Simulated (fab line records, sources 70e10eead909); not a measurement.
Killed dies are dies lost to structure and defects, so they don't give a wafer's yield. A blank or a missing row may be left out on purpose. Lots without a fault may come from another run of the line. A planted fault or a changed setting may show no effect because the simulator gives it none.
Tool commonality check | flow nand_harc | 12 lots, 36 wafers sampled

WHY IT WAS OPENED
At NHARC_P_GATE_CD_MEAS_26 the reading cd_nm is flagged on 1 of 12 lots. Wafers without a fault read 120.4 nm, standard deviation 0.79.
Rule: a lot is flagged when every wafer of it that has a number lies more than 4 standard deviations from that mean, or none has a number. The other lots count as sound.

lot  | measured     | on        | cd_nm (nm), wafer by wafer | flag
L567 | day 4 20:40  | cd_sem-01 | 118.9 119.9 120.8          |
L568 | day 5 11:21  | cd_sem-02 | 120.1 120.5 121.2          |
L570 | day 6 09:11  | cd_sem-02 | 121.7 119.3 120.2          |
L572 | day 7 07:13  | cd_sem-02 | 120.2 119.7 119.6          |
L573 | day 7 07:22  | cd_sem-01 | 121.5 121.7 121.7          |
L575 | day 8 06:05  | cd_sem-02 | 119.3 120.0 118.5          |
L574 | day 8 06:14  | cd_sem-02 | 119.5 121.1 119.8          |
L576 | day 8 21:42  | cd_sem-02 | 120.9 120.1 120.0          |
L577 | day 9 07:34  | cd_sem-02 | 120.5 119.0 120.1          |
L579 | day 9 22:17  | cd_sem-03 | 120.2 120.8 118.6          |
L580 | day 11 01:43 | cd_sem-02 | 120.2 121.2 120.0          |
L581 | day 11 02:32 | cd_sem-02 | 110.3 111.0 112.3          | FLAGGED
The numbers of the flagged lots are 111.2 nm on average: -9.2 nm against the usual, or -12 standard deviations.

WHICH TOOL RAN EACH LOT
The record holds 2 process steps before the reading, out of a route of 1302 steps. In each cell: the tool, then ch and the chambers that the sampled wafers went through, then the start.
lot  | flag    | NHARC_P_STI_CMP_21           | NHARC_P_GATE_EXPOSE_23
L567 |         | cmp-04 ch 0,1,3, day 3 14:07 | arfi_scanner-02 ch 0, day 4 20:32
L568 |         | cmp-04 ch 1,2,3, day 4 00:07 | arfi_scanner-01 ch 0, day 5 11:13
L570 |         | cmp-04 ch 0,2,3, day 4 23:22 | arfi_scanner-02 ch 0, day 6 09:03
L572 |         | cmp-02 ch 0,1,2, day 5 21:18 | arfi_scanner-01 ch 0, day 7 07:04
L573 |         | cmp-03 ch 0,3, day 6 01:59   | arfi_scanner-02 ch 0, day 7 07:13
L575 |         | cmp-02 ch 0,3, day 6 21:08   | arfi_scanner-02 ch 0, day 8 05:56
L574 |         | cmp-04 ch 1,3, day 6 21:09   | arfi_scanner-03 ch 0, day 8 06:05
L576 |         | cmp-03 ch 1,3, day 7 10:08   | arfi_scanner-02 ch 0, day 8 21:34
L577 |         | cmp-02 ch 0,1,2, day 7 16:06 | arfi_scanner-01 ch 0, day 9 07:26
L579 |         | cmp-03 ch 0,1,2, day 8 12:05 | arfi_scanner-01 ch 0, day 9 22:08
L580 |         | cmp-03 ch 0,2,3, day 9 15:29 | arfi_scanner-01 ch 0, day 11 01:35
L581 | FLAGGED | cmp-02 ch 1,2,3, day 9 15:24 | arfi_scanner-02 ch 0, day 11 02:24
What these steps do:
- NHARC_P_STI_CMP_21: polishes, t overpolish 20 s, target thk 380.67 nm.
- NHARC_P_GATE_EXPOSE_23: exposes mask P GATE, target cd 120 nm.
- NHARC_P_GATE_CD_MEAS_26: target cd 120 nm.

FLAGGED OVER TOTAL, TOOL BY TOOL (the gauges that took the reading come last)
step                    | tool            | lots run | flagged | share of the flagged lots | sound lots run after its first flagged lot
NHARC_P_STI_CMP_21      | cmp-02          | 4        | 1       | all                       | 0
NHARC_P_STI_CMP_21      | cmp-03          | 4        | 0       | none                      | -
NHARC_P_STI_CMP_21      | cmp-04          | 4        | 0       | none                      | -
NHARC_P_GATE_EXPOSE_23  | arfi_scanner-01 | 5        | 0       | none                      | -
NHARC_P_GATE_EXPOSE_23  | arfi_scanner-02 | 6        | 1       | all                       | 0
NHARC_P_GATE_EXPOSE_23  | arfi_scanner-03 | 1        | 0       | none                      | -
NHARC_P_GATE_CD_MEAS_26 | cd_sem-01       | 2        | 0       | none                      | -
NHARC_P_GATE_CD_MEAS_26 | cd_sem-02       | 9        | 1       | all                       | 0
NHARC_P_GATE_CD_MEAS_26 | cd_sem-03       | 1        | 0       | none                      | -

WHAT THE TABLE ALLOWS
3 rows of the table ran every flagged lot: cmp-02 at NHARC_P_STI_CMP_21, arfi_scanner-02 at NHARC_P_GATE_EXPOSE_23, cd_sem-02 at NHARC_P_GATE_CD_MEAS_26.
- cmp-02 at NHARC_P_STI_CMP_21: 1 of its 4 lots flagged. Its last sound lot is L577 (day 7 16:06), its first flagged lot L581 (day 9 15:24): a fault that began between those two fits.
- arfi_scanner-02 at NHARC_P_GATE_EXPOSE_23: 1 of its 6 lots flagged. Its last sound lot is L576 (day 8 21:34), its first flagged lot L581 (day 11 02:24): a fault that began between those two fits.
- cd_sem-02 at NHARC_P_GATE_CD_MEAS_26: 1 of its 9 lots flagged. Its last sound lot is L580 (day 11 01:43), its first flagged lot L581 (day 11 02:32): a fault that began between those two fits.
Counting lots can't tell these 3 tools apart, because each fits a fault that began at some hour. More lots, or a look at what each step does to the wafer, might.

WHAT THE SIMULATOR HAD PUT IN
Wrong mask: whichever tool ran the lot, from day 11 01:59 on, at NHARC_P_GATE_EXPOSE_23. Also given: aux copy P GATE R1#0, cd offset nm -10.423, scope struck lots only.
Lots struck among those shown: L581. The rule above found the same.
